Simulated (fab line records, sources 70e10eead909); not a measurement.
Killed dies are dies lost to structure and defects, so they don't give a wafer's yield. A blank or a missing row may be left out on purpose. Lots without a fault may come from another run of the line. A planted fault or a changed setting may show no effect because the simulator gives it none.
Which tool did it? | flow nand_harc | 11 lots, 33 wafers sampled, at 3 steps of a route of 1159

WHAT THE GAUGES READ, wafer by wafer
NHARC_THIN_TSV_THK_MEAS_02: measures by ir.
lot  | measured     | on            | thk_nm (nm)
L973 | day 21 14:23 | film_metro-01 | 3248 3155 3037
L974 | day 21 13:11 | film_metro-02 | 2535 2626 2536
L975 | day 21 15:37 | film_metro-01 | 2894 2914 3300
L976 | day 21 16:46 | film_metro-01 | 2807 2535 3091
L977 | day 21 19:10 | film_metro-01 | 2677 2708 2644
L979 | day 21 21:33 | film_metro-02 | 2791 2700 2584
L980 | day 21 20:20 | film_metro-02 | 3367 3044 3047
L981 | day 22 01:10 | film_metro-01 | 3230 3484 3247
L982 | day 22 02:22 | film_metro-01 | 3108 3134 3170
L995 | day 23 21:11 | film_metro-01 | 2934 3065 2976
L996 | day 24 13:08 | film_metro-02 | 3183 2823 3015

WHICH TOOL RAN EACH LOT (tool, then ch and the chambers of the sampled wafers, then the start)
lot  | NHARC_P_STI_HDPCVD_20         | NHARC_A_BONDPAD_PRE_CLEAN_26
L973 | hdpcvd-01 ch 0,1, day 3 00:36 | pvd_sputter-01, day 21 14:23 or earlier
L974 | hdpcvd-01 ch 0,1, day 3 01:06 | pvd_sputter-02, day 21 13:11 or earlier
L975 | hdpcvd-01 ch 0, day 3 15:28   | pvd_sputter-02, day 21 15:37 or earlier
L976 | hdpcvd-01 ch 0,1, day 3 15:57 | pvd_sputter-01, day 21 16:46 or earlier
L977 | hdpcvd-01 ch 0,1, day 3 20:48 | pvd_sputter-02, day 21 19:10 or earlier
L979 | hdpcvd-01 ch 0,1, day 4 08:30 | pvd_sputter-02, day 21 21:33 or earlier
L980 | hdpcvd-01 ch 0,1, day 4 14:37 | pvd_sputter-03, day 21 20:20 or earlier
L981 | hdpcvd-01 ch 0,1, day 4 20:52 | pvd_sputter-02, day 22 01:10 or earlier
L982 | hdpcvd-01 ch 0,1, day 5 04:19 | pvd_sputter-03, day 22 02:22 or earlier
L995 | hdpcvd-01 ch 0,1, day 8 10:42 | pvd_sputter-02, day 23 21:11 or earlier
L996 | hdpcvd-01 ch 0,1, day 8 14:34 | pvd_sputter-02, day 24 13:08 or earlier
- NHARC_P_STI_HDPCVD_20: deposits SiO2.
- NHARC_A_BONDPAD_PRE_CLEAN_26: time 30 s.

THE ANSWER, worked out from the rows above alone
Rule: what is usual is taken from the lots themselves. Put in order of their means at a reading, lots are off if they are a third of the lots or fewer, leave a main group of 4 or more, and stand apart from it by a gap of 3 or more times the standard deviation of the main group's means; of several such gaps the widest counts. A main group whose means are all the same, to the digits that the tables above print for the reading, isn't used. A lot without any number at a reading at which 4 lots or more have one is off too. The other lots that the step has rows for count as sound.
No lot is off at any reading shown: from this, nothing can be told.

WHAT THE SIMULATOR HAD PUT IN
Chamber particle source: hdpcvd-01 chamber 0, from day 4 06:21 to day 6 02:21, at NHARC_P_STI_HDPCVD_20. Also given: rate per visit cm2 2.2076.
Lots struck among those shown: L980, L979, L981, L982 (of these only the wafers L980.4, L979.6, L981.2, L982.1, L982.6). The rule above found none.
